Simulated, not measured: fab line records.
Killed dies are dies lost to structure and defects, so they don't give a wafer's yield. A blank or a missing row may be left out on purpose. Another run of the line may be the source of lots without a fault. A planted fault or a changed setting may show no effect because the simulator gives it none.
fab line records -- flow n5_finfet
record lots=7, wafers=21, last_day=16
route steps=1938 shown BEOL_M2@914 BEOL_M4@1111 PASSIVATION@1936
lots that met no fault: from a run of the same line without faults
start_h: the number of hours between the record's first day and the start of the first shown wafer of the lot -- wait_h: hours elapsed since this lot's preceding step -- " identical to the entry in the row above -- L1.1+2: one row covering several wafers at once -- - either no value or no given start -- * or withheld: withheld -- < > ~ a bound
route shown NAME@n: names a module that has steps shown in the file, with the first one's number in the route -- usual: average and standard deviation across the fault-free wafers -- same: alike in all rows -- chamber/n: place in a boat -- sites: readings site by site -- _std_site: standard deviation of those values -- _edge_site: inner sites' mean taken away from outer sites' mean -- radius_mm: for every site, how far away it sits from the centre of the wafer -- mask NAME#n: copy n -- behind: the most recent tool/chamber to have shaped the wafer -- hold: why the lot was held/for how many hours/how that ended -- device: which transistor (n, p or np) failed to switch -- end of line: the route-end tests of the same wafers -- a step with no rows: only its recipe -- killed: dies that structure and defects cost at the first sort, which is not the same as the wafer's yield -- map: a wafer's dies, x killed, . not, _ none there
set.NAME: the setting that was run; set.NAME@STEP: the one run at that earlier step -- model.NAME: the simulator's own value behind a step, which no gauge read
lots at selected steps of the route; one table per step, one row per wafer
services: a tool's chamber out of use, with start hour (start_h, from the record's first day; less than 0 if before it), hours out, and reason
## steps
# step N5_BEOL_M2_SPUTTER_90
# recipe material=Cu, target_thk_a=45, temp_c=-20, chamber_pressure_pa=0.07, power_w=withheld, time_s=8.29
# step N5_BEOL_M2_ANNEAL_91
# recipe temp_c=400, time_s=240, ambient=vacuum
# usual heater_power_w=827/130
lot.wafer,tool,chamber,start_h,wait_h,heater_power_w
L785.3,pvd_sputter-02,-,144.75,0.0,845
L785.4,pvd_sputter-02,-,144.75,0.0,1062
L785.5,pvd_sputter-02,-,144.75,0.0,1058
L793.1,pvd_sputter-01,-,196.74,0.0,841
L793.4,pvd_sputter-01,-,196.74,0.0,849
L793.6,pvd_sputter-01,-,196.74,0.0,832
L794.2,pvd_sputter-02,-,207.51,0.0,628
L794.4,pvd_sputter-02,-,207.51,0.0,1046
L794.5,pvd_sputter-02,-,207.51,0.0,1071
L795.1,pvd_sputter-01,-,214.63,0.0,872
L795.2,pvd_sputter-01,-,214.63,0.0,854
L795.5,pvd_sputter-01,-,214.63,0.0,755
L798.1,pvd_sputter-01,-,227.65,0.0,850
L798.2,pvd_sputter-01,-,227.65,0.0,817
L798.5,pvd_sputter-01,-,227.65,0.0,852
L800.1,pvd_sputter-02,-,241.96,0.0,850
L800.3,pvd_sputter-02,-,241.96,0.0,613
L800.5,pvd_sputter-02,-,241.96,0.0,855
L803.3,pvd_sputter-03,-,245.29,0.0,794
L803.4,pvd_sputter-03,-,245.29,0.0,777
L803.6,pvd_sputter-03,-,245.29,0.0,712
# step N5_BEOL_M2_SPUTTER_92
# recipe material=Cu, target_thk_a=45, temp_c=-20, chamber_pressure_pa=0.07, power_w=withheld, time_s=8.29
# step N5_BEOL_M2_ANNEAL_93
# recipe temp_c=400, time_s=240, ambient=vacuum
# usual heater_power_w=827/130
lot.wafer,tool,chamber,start_h,wait_h,heater_power_w
L785.3,pvd_sputter-02,-,144.97,0.0,868
L785.4,pvd_sputter-02,-,144.97,0.0,1054
L785.5,pvd_sputter-02,-,144.97,0.0,1073
L793.1,pvd_sputter-01,-,196.96,0.0,843
L793.4,pvd_sputter-01,-,196.96,0.0,862
L793.6,pvd_sputter-01,-,196.96,0.0,833
L794.2,pvd_sputter-02,-,207.73,0.0,622
L794.4,pvd_sputter-02,-,207.73,0.0,1079
L794.5,pvd_sputter-02,-,207.73,0.0,1072
L795.1,pvd_sputter-01,-,214.85,0.0,865
L795.2,pvd_sputter-01,-,214.85,0.0,837
L795.5,pvd_sputter-01,-,214.85,0.0,738
L798.1,pvd_sputter-01,-,227.87,0.0,875
L798.2,pvd_sputter-01,-,227.87,0.0,803
L798.5,pvd_sputter-01,-,227.87,0.0,870
L800.1,pvd_sputter-02,-,242.18,0.0,862
L800.3,pvd_sputter-02,-,242.18,0.0,612
L800.5,pvd_sputter-02,-,242.18,0.0,880
L803.3,pvd_sputter-03,-,245.51,0.0,820
L803.4,pvd_sputter-03,-,245.51,0.0,771
L803.6,pvd_sputter-03,-,245.51,0.0,724
# step N5_BEOL_M2_SPUTTER_94
# recipe material=Cu, target_thk_a=45, temp_c=-20, chamber_pressure_pa=0.07, power_w=withheld, time_s=8.29
# usual throttle_valve_pct=30.1/1
lot.wafer,tool,chamber,start_h,wait_h,throttle_valve_pct
L785.3,pvd_sputter-02,-,145.11,0.1,29.8
L785.4,pvd_sputter-02,-,145.11,0.1,30.0
L785.5,pvd_sputter-02,-,145.11,0.1,30.2
L793.1,pvd_sputter-01,-,197.10,0.1,28.8
L793.4,pvd_sputter-01,-,197.10,0.1,29.6
L793.6,pvd_sputter-01,-,197.10,0.1,28.3
L794.2,pvd_sputter-02,-,207.87,0.1,30.8
L794.4,pvd_sputter-02,-,207.87,0.1,30.0
L794.5,pvd_sputter-02,-,207.87,0.1,31.4
L795.1,pvd_sputter-01,-,214.99,0.1,29.6
L795.2,pvd_sputter-01,-,214.99,0.1,28.3
L795.5,pvd_sputter-01,-,214.99,0.1,30.4
L798.1,pvd_sputter-01,-,228.01,0.1,29.5
L798.2,pvd_sputter-01,-,228.01,0.1,28.2
L798.5,pvd_sputter-01,-,228.01,0.1,29.4
L800.1,pvd_sputter-02,-,242.32,0.1,29.9
L800.3,pvd_sputter-02,-,242.32,0.1,30.8
L800.5,pvd_sputter-02,-,242.32,0.1,29.8
L803.3,pvd_sputter-03,-,245.65,0.1,32.2
L803.4,pvd_sputter-03,-,245.65,0.1,30.1
L803.6,pvd_sputter-03,-,245.65,0.1,29.9
# step N5_BEOL_M2_ANNEAL_95
# recipe temp_c=400, time_s=240, ambient=vacuum
# usual heater_power_w=828/130
lot.wafer,tool,chamber,start_h,wait_h,heater_power_w
L785.3,pvd_sputter-02,-,145.19,0.0,841
L785.4,pvd_sputter-02,-,145.19,0.0,1062
L785.5,pvd_sputter-02,-,145.19,0.0,1040
L793.1,pvd_sputter-01,-,197.18,0.0,860
L793.4,pvd_sputter-01,-,197.18,0.0,863
L793.6,pvd_sputter-01,-,197.18,0.0,880
L794.2,pvd_sputter-02,-,207.95,0.0,614
L794.4,pvd_sputter-02,-,207.95,0.0,1034
L794.5,pvd_sputter-02,-,207.95,0.0,1108
L795.1,pvd_sputter-01,-,215.07,0.0,872
L795.2,pvd_sputter-01,-,215.07,0.0,843
L795.5,pvd_sputter-01,-,215.07,0.0,738
L798.1,pvd_sputter-01,-,228.09,0.0,872
L798.2,pvd_sputter-01,-,228.09,0.0,810
L798.5,pvd_sputter-01,-,228.09,0.0,877
L800.1,pvd_sputter-02,-,242.40,0.0,824
L800.3,pvd_sputter-02,-,242.40,0.0,601
L800.5,pvd_sputter-02,-,242.40,0.0,868
L803.3,pvd_sputter-03,-,245.73,0.0,800
L803.4,pvd_sputter-03,-,245.73,0.0,774
L803.6,pvd_sputter-03,-,245.73,0.0,722
# step N5_BEOL_M2_SPUTTER_96
# recipe material=Cu, target_thk_a=45, temp_c=-20, chamber_pressure_pa=0.07, power_w=withheld, time_s=8.29
# usual throttle_valve_pct=30.1/1.1
lot.wafer,tool,chamber,start_h,wait_h,throttle_valve_pct
L785.3,pvd_sputter-02,-,145.33,0.1,29.5
L785.4,pvd_sputter-02,-,145.33,0.1,30.1
L785.5,pvd_sputter-02,-,145.33,0.1,29.9
L793.1,pvd_sputter-01,-,197.32,0.1,28.7
L793.4,pvd_sputter-01,-,197.32,0.1,29.5
L793.6,pvd_sputter-01,-,197.32,0.1,28.3
L794.2,pvd_sputter-02,-,208.09,0.1,30.8
L794.4,pvd_sputter-02,-,208.09,0.1,30.1
L794.5,pvd_sputter-02,-,208.09,0.1,31.4
L795.1,pvd_sputter-01,-,215.21,0.1,29.4
L795.2,pvd_sputter-01,-,215.21,0.1,28.5
L795.5,pvd_sputter-01,-,215.21,0.1,30.5
L798.1,pvd_sputter-01,-,228.23,0.1,29.6
L798.2,pvd_sputter-01,-,228.23,0.1,28.5
L798.5,pvd_sputter-01,-,228.23,0.1,29.6
L800.1,pvd_sputter-02,-,242.54,0.1,29.5
L800.3,pvd_sputter-02,-,242.54,0.1,30.6
L800.5,pvd_sputter-02,-,242.54,0.1,29.6
L803.3,pvd_sputter-03,-,245.87,0.1,32.5
L803.4,pvd_sputter-03,-,245.87,0.1,30.9
L803.6,pvd_sputter-03,-,245.87,0.1,29.7
# step N5_BEOL_M2_ECD_50
# recipe material=Cu, target_thk_a=3000
# step N5_BEOL_M2_ANNEAL_51
# recipe temp_c=225, time_s=90, ambient=N2
# step N5_BEOL_M2_CMP_52
# recipe stop_on=SiOC, t_overpolish_s=6.8, down_force_psi=1, platen_rpm=50, clearing_platen_down_force_psi=1.5, clearing_platen_rpm=50, post_cmp_clean=cu_alkaline, target_thk_nm=40, clearing_platen_pad_velocity_m_s=0.99484, pad_velocity_m_s=0.99484
# step N5_BEOL_M2_THK_MEAS_53
# recipe thk_meas_gauge=xrf, reads=Cu_of_BEOL_M2_ECD_50
# usual M2_THK=40.3/1.6
lot.wafer,tool,chamber,start_h,wait_h,M2_THK[nm]
L785.3,film_metro-01,-,146.15,-,40.1
L785.4,film_metro-01,-,146.15,-,40.7
L785.5,film_metro-01,-,146.15,-,41.8
L793.1,film_metro-02,-,198.10,-,40.3
L793.4,film_metro-02,-,198.10,-,41.8
L793.6,film_metro-02,-,198.10,-,41.5
L794.2,film_metro-02,-,208.89,-,37.0
L794.4,film_metro-02,-,208.89,-,38.8
L794.5,film_metro-02,-,208.89,-,39.1
L795.1,film_metro-02,-,216.42,-,40.2
L795.2,film_metro-02,-,216.42,-,42.7
L795.5,film_metro-02,-,216.42,-,41.8
L798.1,film_metro-01,-,229.01,-,42.7
L798.2,film_metro-01,-,229.01,-,42.3
L798.5,film_metro-01,-,229.01,-,42.1
L800.1,film_metro-01,-,243.33,-,40.3
L800.3,film_metro-01,-,243.33,-,41.1
L800.5,film_metro-01,-,243.33,-,41.1
L803.3,film_metro-02,-,246.66,-,42.0
L803.4,film_metro-02,-,246.66,-,43.2
L803.6,film_metro-02,-,246.66,-,43.4
# step N5_BEOL_M2_PRE_CLEAN_60
# recipe gas=NH3/H2, time_s=15, temp_c=*, rf_power_w=300
# step N5_BEOL_M2_CO_CAP_55
# recipe material=Co, target_thk_a=20, temp_c=200, precursor=CCTBA/H2, pressure_torr=30, time_s=102.1
# usual chamber_pressure_Torr=29.99/0.062, heater_power_outer_w=122/12, heater_power_w=234/21
lot.wafer,tool,chamber,start_h,wait_h,chamber_pressure_Torr,heater_power_outer_w,heater_power_w
L785.3,cvd_co-01,0,146.30,0.0,29.96,110,208
L785.4,cvd_co-01,1,146.30,0.0,29.91,122,233
L785.5,cvd_co-01,2,146.30,0.0,29.99,117,229
L793.1,cvd_co-01,0,198.18,0.0,-,-,-
L793.4,cvd_co-01,2,198.18,0.0,-,-,-
L793.6,cvd_co-01,1,198.18,0.0,-,-,-
L794.2,cvd_co-01,0,208.96,0.0,-,-,-
L794.4,cvd_co-01,0,208.96,0.0,-,-,-
L794.5,cvd_co-01,2,208.96,0.0,-,-,-
L795.1,cvd_co-02,1,216.50,0.0,-,-,-
L795.2,cvd_co-02,2,216.50,0.0,-,-,-
L795.5,cvd_co-02,2,216.50,0.0,-,-,-
L798.1,cvd_co-02,0,229.09,0.0,29.98,133,259
L798.2,cvd_co-02,2,229.09,0.0,30.07,153,276
L798.5,cvd_co-02,1,229.09,0.0,30.00,120,236
L800.1,cvd_co-01,1,243.41,0.0,30.10,120,232
L800.3,cvd_co-01,2,243.41,0.0,30.06,116,221
L800.5,cvd_co-01,1,243.41,0.0,29.93,120,224
L803.3,cvd_co-01,2,246.74,0.0,29.90,119,235
L803.4,cvd_co-01,0,246.74,0.0,29.88,112,203
L803.6,cvd_co-01,1,246.74,0.0,30.02,122,229
# step N5_BEOL_M2_PRE_CLEAN_56
# recipe gas=NH3, time_s=15, temp_c=withheld, rf_power_w=300
# step N5_BEOL_M4_RC_MEAS_101
# usual DIBL_N=36.5/1.8, DIBL_P=36.5/2.1, IOFF_N=0.17/0.031, IOFF_P=0.22/0.036, ION_N=677/11, ION_P=463/8, SS_N=71.6/0.61, SS_P=73.3/0.63, VT_N=249/3.1, VT_P=-250/3.3
lot.wafer,tool,chamber,start_h,wait_h,DIBL_N[mV/V],DIBL_P[mV/V],IOFF_N[nA/um],IOFF_P[nA/um],ION_N[uA/um],ION_P[uA/um],SS_N[mV/dec],SS_P[mV/dec],VT_N[mV],VT_P[mV]
L785.3,prober-01,0,176.51,0.3,39.0,39.2,0.22,0.24,690,465,72.4,74.2,241,-251
L785.4,prober-01,0,176.51,0.3,38.3,38.6,0.21,0.24,687,470,71.9,74.9,243,-251
L785.5,prober-01,0,176.51,0.3,38.2,38.3,0.21,0.22,696,466,71.7,73.3,243,-250
L793.1,prober-01,0,219.75,0.0,38.3,39.2,0.22,0.29,689,474,72.2,74.2,244,-244
L793.4,prober-01,0,219.75,0.0,33.3,33.0,0.13,0.19,671,466,70.1,72.8,250,-251
L793.6,prober-01,0,219.75,0.0,34.6,34.4,0.15,0.21,672,467,71.2,72.5,251,-248
L794.2,prober-01,0,236.82,0.2,37.0,35.0,0.18,0.19,673,455,71.6,72.9,248,-253
L794.4,prober-01,0,236.82,0.2,37.2,35.3,0.17,0.21,667,444,72.1,73.7,250,-249
L794.5,prober-01,0,236.82,0.2,37.5,36.1,0.18,0.21,658,450,71.9,73.6,251,-253
L795.1,prober-02,0,243.29,0.0,35.5,34.6,0.15,0.18,670,454,71.0,72.6,249,-249
L795.2,prober-02,0,243.29,0.0,39.4,39.3,0.24,0.26,686,463,72.3,74.0,243,-245
L795.5,prober-02,0,243.29,0.0,37.8,37.6,0.21,0.23,685,462,71.8,73.6,246,-249
L798.1,prober-01,0,252.62,0.0,36.0,36.4,0.15,0.22,666,460,71.2,73.4,252,-247
L798.2,prober-01,0,252.62,0.0,36.3,36.3,0.17,0.22,682,470,72.2,73.4,247,-248
L798.5,prober-01,0,252.62,0.0,35.3,34.5,0.14,0.19,659,458,71.3,72.6,250,-250
L800.1,prober-01,0,271.46,0.0,39.1,40.1,0.22,0.27,694,472,72.0,74.2,244,-249
L800.3,prober-01,0,271.46,0.0,36.1,36.4,0.15,0.20,671,461,71.2,72.8,250,-251
L800.5,prober-01,0,271.46,0.0,37.0,36.9,0.16,0.21,677,463,71.9,72.8,251,-249
L803.3,prober-02,0,274.69,0.3,35.1,35.4,0.16,0.24,679,476,71.7,71.9,248,-245
L803.4,prober-02,0,274.69,0.3,36.8,37.8,0.19,0.28,698,484,71.9,73.7,244,-242
L803.6,prober-02,0,274.69,0.3,38.2,40.1,0.24,0.35,709,494,72.1,73.6,243,-240
# step N5_PASSIVATION_PROBE_49
# usual defect_limited_yield=91.4/1.5, killed_at_M0_to_M3=35/11, killed_at_M4_up=16/7, killed_at_contacts=11/5.3, killed_at_front_end=37/11, killed_at_other=3.1/2.8, killed_dies=102/18, killed_open=69/15, killed_short=31/7.8, sort_bin_5_function=5.1/1.1, sort_bin_6_memory=3.2/0.69, sort_bin_8_speed=0.00/0.016, sort_n_pass=1078/18, sort_yield_pct=91.4/1.5
# same gross_dies=1180, killed_at_back_side=0, sort_bin_4_leakage[%]=0
lot.wafer,tool,chamber,start_h,wait_h,defect_limited_yield[%],killed_at_M0_to_M3,killed_at_M4_up,killed_at_contacts,killed_at_front_end,killed_at_other,killed_dies,killed_open,killed_short,sort_bin_5_function[%],sort_bin_6_memory[%],sort_bin_8_speed[%],sort_n_pass,sort_yield_pct[%]
L785.3,prober-01,-,277.07,0.1,92.7,36,11,10,23,6,86,51,28,4.0,3.1,0,1094,92.7
L785.4,prober-01,-,277.12,0.2,93.2,28,13,9,28,2,80,49,29,3.6,2.8,0,1100,93.2
L785.5,prober-01,-,277.17,0.2,94.7,24,12,6,18,2,62,49,13,3.1,1.8,0,1118,94.7
L793.1,prober-01,-,318.85,0.0,92.9,21,13,13,36,1,84,56,25,4.4,2.1,0,1096,92.9
L793.4,prober-01,-,319.00,0.2,91.1,18,14,17,56,0,105,68,37,5.0,3.5,0,1075,91.1
L793.6,prober-01,-,319.10,0.3,93.5,17,12,12,36,0,77,51,22,3.6,2.7,0,1103,93.5
L794.2,prober-01,-,337.55,0.1,92.3,20,22,7,41,1,91,61,30,4.5,2.7,0,1089,92.3
L794.4,prober-01,-,337.65,0.2,91.4,37,10,11,38,6,102,67,33,4.7,3.7,0,1078,91.4
L794.5,prober-01,-,337.70,0.2,94.3,23,11,13,18,2,67,39,26,3.0,2.4,0,1113,94.3
L795.1,prober-02,-,345.99,0.0,90.7,29,20,16,43,2,110,80,28,5.7,3.2,0,1070,90.7
L803.3,prober-02,-,382.52,0.1,91.2,34,7,20,43,0,104,73,30,5.7,3.1,0,1076,91.2
L803.4,prober-02,-,382.57,0.2,89.7,36,27,19,40,0,122,85,34,5.3,4.5,0,1058,89.7
L803.6,prober-02,-,382.67,0.3,90.5,34,27,10,41,0,112,88,17,5.4,3.6,0,1068,90.5
# killed by level:class
L785.3 BEOL_M2:geometric_particle:open=10 MOL_CONTACT_COAG:geometric_particle:open=7 BEOL_M0_SAQP:geometric_particle:short=6 BEOL_M0_SAQP:geometric_particle:open=6 BEOL_M3:geometric_particle:open=6 DUMMY_GATE:geometric_particle:open=5 FIN_SAQP:geometric_particle:short=4 BEOL_M4:geometric_particle:open=4
L785.4 BEOL_M0_SAQP:geometric_particle:short=7 MOL_CONTACT_COAG:geometric_particle:open=6 BEOL_M4:geometric_particle:open=6 ILD0:geometric_particle:open=5 BEOL_M0_SAQP:geometric_particle:open=5 BEOL_M1:geometric_particle:open=5 BEOL_M2:geometric_particle:open=5 ILD0:geometric_particle:short=4
L785.5 BEOL_M1:geometric_particle:open=8 MOL_CONTACT_COAG:geometric_particle:open=6 BEOL_M0_SAQP:geometric_particle:open=6 BEOL_M2:geometric_particle:open=6 FIN_SAQP:geometric_particle:open=4 DUMMY_GATE:geometric_particle:open=4 BEOL_M4:geometric_particle:open=4 FIN_SAQP:geometric_particle:short=3
L793.1 STI_FIN_REVEAL:geometric_particle:open=18 MOL_CONTACT_COAG:geometric_particle:open=10 BEOL_M0_SAQP:geometric_particle:short=6 BEOL_M4:geometric_particle:open=6 BEOL_M0_SAQP:geometric_particle:open=5 BEOL_M2:geometric_particle:open=5 FIN_SAQP:geometric_particle:short=3 STI_FIN_REVEAL:geometric_particle:short=3
L793.4 STI_FIN_REVEAL:geometric_particle:open=26 MOL_CONTACT_COAG:geometric_particle:open=11 FIN_SAQP:geometric_particle:short=8 BEOL_M0_SAQP:geometric_particle:open=7 MOL_CONTACT_COAG:geometric_particle:short=6 BEOL_M4:geometric_particle:open=6 STI_FIN_REVEAL:geometric_particle:short=5 FIN_SAQP:geometric_particle:open=4
L793.6 STI_FIN_REVEAL:geometric_particle:open=14 MOL_CONTACT_COAG:geometric_particle:open=11 BEOL_M0_SAQP:geometric_particle:short=5 BEOL_M4:geometric_particle:open=5 STARTING-WAFER:geometric_particle:short=5 STI_FIN_REVEAL:geometric_particle:short=4 BEOL_M1:geometric_particle:open=4 BEOL_M0_SAQP:geometric_particle:open=3
L794.2 FIN_SAQP:geometric_particle:open=12 BEOL_M4:geometric_particle:open=10 FIN_SAQP:geometric_particle:short=7 BEOL_M2:geometric_particle:open=7 MOL_CONTACT_COAG:geometric_particle:open=4 DUMMY_GATE:geometric_particle:open=3 SPACER0:geometric_particle:short=3 MOL_CONTACT_COAG:geometric_particle:short=3
L794.4 FIN_SAQP:geometric_particle:short=13 MOL_CONTACT_COAG:geometric_particle:open=11 FIN_SAQP:geometric_particle:open=8 BEOL_M2:geometric_particle:open=8 BEOL_M0_SAQP:geometric_particle:open=7 STI_FIN_REVEAL:geometric_particle:open=5 BEOL_M1:geometric_particle:open=5 BEOL_M3:geometric_particle:open=5
L794.5 MOL_CONTACT_COAG:geometric_particle:open=10 FIN_SAQP:geometric_particle:short=5 FIN_SAQP:geometric_particle:open=5 BEOL_M0:geometric_particle:open=4 BEOL_M1:geometric_particle:open=4 BEOL_M2:geometric_particle:short=4 GATE_CUT:geometric_particle:short=3 MOL_CONTACT_COAG:geometric_particle:short=3
L795.1 MOL_CONTACT_COAG:geometric_particle:open=15 STI_FIN_REVEAL:geometric_particle:open=8 DUMMY_GATE:geometric_particle:open=8 BEOL_M2:geometric_particle:open=8 GATE_CUT:geometric_particle:open=6 BEOL_M0_SAQP:geometric_particle:open=6 BEOL_M4:geometric_particle:open=5 BEOL_M0_SAQP:geometric_particle:short=5
L803.3 MOL_CONTACT_COAG:geometric_particle:open=18 STI_FIN_REVEAL:geometric_particle:open=15 BEOL_M0_SAQP:geometric_particle:short=10 BEOL_M3:geometric_particle:open=10 BEOL_M1:geometric_particle:open=7 STI_FIN_REVEAL:geometric_particle:short=4 ILD0:geometric_particle:short=4 GATE_CUT:geometric_particle:open=4
L803.4 BEOL_M4:geometric_particle:open=17 MOL_CONTACT_COAG:geometric_particle:open=15 STI_FIN_REVEAL:geometric_particle:open=13 BEOL_M2:geometric_particle:open=8 BEOL_M3:geometric_particle:open=6 BEOL_M0_SAQP:geometric_particle:open=5 BEOL_M1:geometric_particle:open=5 FIN_SAQP:geometric_particle:open=4
L803.6 STI_FIN_REVEAL:geometric_particle:open=13 BEOL_M4:geometric_particle:open=13 MOL_CONTACT_COAG:geometric_particle:open=9 BEOL_M5:geometric_particle:open=8 DUMMY_GATE:geometric_particle:open=7 BEOL_M0_SAQP:geometric_particle:open=7 BEOL_M2:geometric_particle:open=7 BEOL_M1:geometric_particle:open=7
## services
tool,chamber,start_h,hours,kind
cvd_co-01,-,140.05,0.7,repair
cvd_co-02,-,164.31,3.8,pm
cvd_co-01,2,168.85,11.0,repair
cvd_co-01,-,204.15,2.1,repair
cvd_co-02,-,206.61,6.0,pm
cvd_co-01,-,223.42,8.5,repair
## key
first_sign step=N5_BEOL_M2_CO_CAP_55, reading=tool_record, direction=missing
effect none on later readings
met_at N5_BEOL_M2_CO_CAP_55
struck_wafers L793.1,L793.4,L793.6,L794.2,L794.4,L794.5,L795.1,L795.2,L795.5
onset_between 146.30 198.18
fault kind=skipped_step_whole, tool=cvd_co-01,cvd_co-02, chamber=-, onset_h=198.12, steps=N5_BEOL_M2_CO_CAP_55, scope=struck_lots_only
